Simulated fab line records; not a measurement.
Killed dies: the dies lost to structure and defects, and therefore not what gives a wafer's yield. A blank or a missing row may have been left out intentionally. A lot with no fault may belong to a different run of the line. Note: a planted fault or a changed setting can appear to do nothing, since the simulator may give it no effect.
Chamber matching :: flow n5 finfet :: N5_HKMG_FIN_CMP_23 on cmp-01 has 4 sister chambers
The step polishes, stops on SiNx, t overpolish 10 s, target thk 46.326 nm. 4 wafers are shown with their chamber, then 6 later ones without.

== WAFERS WITH THEIR CHAMBER ==
wafer: L079.4
chamber: 3
motor current A (A): 13.6

wafer: L086.3
chamber: 2
motor current A (A): 10.7

wafer: L089.2
chamber: 0
motor current A (A): 11.7

wafer: L089.4
chamber: 1
motor current A (A): 13.4

== WAFERS WITHOUT THEIR CHAMBER ==
wafer: L094.2
motor current A (A): 10.4

wafer: L094.3
motor current A (A): 11.9

wafer: L094.4
motor current A (A): 14.2

wafer: L096.2
motor current A (A): 13.5

wafer: L096.3
motor current A (A): 12.5

wafer: L096.4
motor current A (A): 13.5

== WHICH CHAMBER EACH ONE RAN IN ==
wafer: L094.2
from the rows above: 2
in truth: 2

wafer: L094.3
from the rows above: 0
in truth: 0

wafer: L094.4
from the rows above: can't be placed: 3 or 1
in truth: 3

wafer: L096.2
from the rows above: can't be placed: 1 or 3
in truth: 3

wafer: L096.3
from the rows above: can't be placed: 0 or 1 or 3
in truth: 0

wafer: L096.4
from the rows above: can't be placed: 1 or 3
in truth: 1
2 of 6 placed correctly. Can't be placed from these rows: 4 (the true chamber is among the candidates in 4). 0 placed wrongly.
How it was worked out, from the rows above alone: a wafer's distance from a chamber is the root of the sum, over the readings, of the square of ((its reading less the chamber's mean) divided by the reading's scatter). The wafer belongs to the nearest chamber; if the next one is less than 2 further off, it can't be placed. For every chamber, the mean is computed from those of its wafers that are shown. The scatter: with one shown wafer a chamber, the root of the mean of the squares of how far each hidden wafer lies from its nearest shown one.
